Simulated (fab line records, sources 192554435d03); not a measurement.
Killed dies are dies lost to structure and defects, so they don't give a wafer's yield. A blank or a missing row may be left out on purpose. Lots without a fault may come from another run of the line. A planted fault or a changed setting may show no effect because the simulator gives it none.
A struck lot beside a sound one | flow n5_finfet | 16 steps out of a route of 1938
Sound: wafers L172.1, L172.3, L172.4. Struck: wafers L179.1, L179.5, L179.6. The cause comes at the end.
At each step with rows: each side's tool, then ch and its chambers, then its first start. Under that, the readings that differ: sound wafers | struck wafers | difference of the means | sigmas: that difference in standard deviations of wafers without a fault.
alike: readings whose means differ by less than 2 such deviations, and words and numbers that are the same on both sides. not compared: withheld readings, readings that some wafer has no value for, bounds like >300 that may hide the same value, and numbers for which the record gives no deviation and whose values overlap.
The two part at a step that has a row with sigmas, a row that says differs or no value, or rows on one side only. Numbers that don't overlap but have no deviation are shown without sigmas and don't part them. A reading that every wafer of one side lacks parts them only if that side has two wafers or more.

first, 9 steps without rows for these wafers: N5_BEOL_M2_COAT_68 (time 60 s, resist thk 12 nm); N5_BEOL_M2_COAT_76 (time 60 s, resist thk 5 nm); N5_BEOL_M2_COAT_22 (resist thk 30 nm); N5_BEOL_M2_EBR_24; N5_BEOL_M2_SOFTBAKE_23 (time 60 s); N5_BEOL_M2_EXPOSE_25 (exposes mask V1, defocus 5 nm); N5_BEOL_M2_PEB_26 (peb time 60 s); N5_BEOL_M2_DEVELOP_27 (develop time 30 s); N5_BEOL_M2_DESCUM_33 (chemistry O2, time 7 s).
N5_BEOL_M2_ETCH_77: etches underlayer in N2/H2, target depth 6.5 nm, time 5.2 s.
  sound on rie_diel-05 ch 0,2,3, day 7 08:12; struck on rie_diel-04 ch 0,1,3, day 9 04:10
  no value came back on the struck wafers for any of 10 readings (bias_w (W), chamber_pressure_mTorr (mTorr) and others); on the sound wafers bias_w (W) reads 150.4 150.3 149.5
  reading                                      | sound          | struck       | difference | sigmas
  model.CAR-EUV_of_BEOL_M2_COAT_22.thk_nm (nm) | 20.2 20.4 20.4 | 26.2 26 26.2 | +5.8       |
then, 2 steps without rows for these wafers: N5_BEOL_M2_ETCH_69 (etches SiARC in CF4, target depth 15.6 nm, time 26 s); N5_BEOL_M2_ALD_98 (deposits SiO2, target thk 2.5 nm, pulse time 1 s, co reactant pulse time 1 s).
N5_BEOL_M2_ETCHBACK_99: etches SiO2 in CHF3, target depth 5 nm, time 10.4 s.
  sound on rie_diel-05 ch 0,2,3, day 7 20:07; struck on rie_diel-04 ch 1,2,3, day 9 08:25
  reading                                      | sound          | struck       | difference | sigmas
  model.CAR-EUV_of_BEOL_M2_COAT_22.thk_nm (nm) | 10.4 10.4 10.4 | 16.2 16 16.2 | +5.7       |
  alike: drypump_motor_current_A, oes_product_au, rf_fwd_power_W, rf_vpp_V, showerhead_plenum_p_Torr, throttle_valve_pct
  not compared: rf_hours_counter_h
then, 1 step without rows for these wafers: N5_BEOL_M2_ETCH_70 (etches SOC in N2/H2, target depth 80 nm, overetch 24 nm, time 130 s).
N5_BEOL_M4_RC_MEAS_101:
  sound on prober-02 ch 0, day 9 03:03; struck on prober-01 ch 0, day 10 21:05
  alike: DIBL_N, DIBL_P, IOFF_N, IOFF_P, ION_N, ION_P, SS_N, SS_P, VT_N, VT_P
-- the record jumps here: 4 days lie between the struck wafers' starts before and after (it left off in module BEOL_M4 and takes up again in module PASSIVATION, whose first step shown is number 1936 of the route) --
N5_PASSIVATION_PROBE_49:
  sound on prober-02, day 13 11:26; struck on prober-01, day 15 04:19
  alike: defect_limited_yield, killed_at_M0_to_M3, killed_at_M4_up, killed_at_contacts, killed_at_front_end, killed_at_other, killed_dies, killed_open, killed_short, sort_bin_5_function, sort_bin_6_memory, sort_bin_8_speed, sort_n_pass, sort_yield_pct

WHERE THEY PART
Only at N5_BEOL_M2_ETCH_77, within this record. Later steps at which nothing parts them and some readings are alike: N5_BEOL_M2_ETCHBACK_99, N5_BEOL_M4_RC_MEAS_101, N5_PASSIVATION_PROBE_49.

WHY: what the simulator had put in
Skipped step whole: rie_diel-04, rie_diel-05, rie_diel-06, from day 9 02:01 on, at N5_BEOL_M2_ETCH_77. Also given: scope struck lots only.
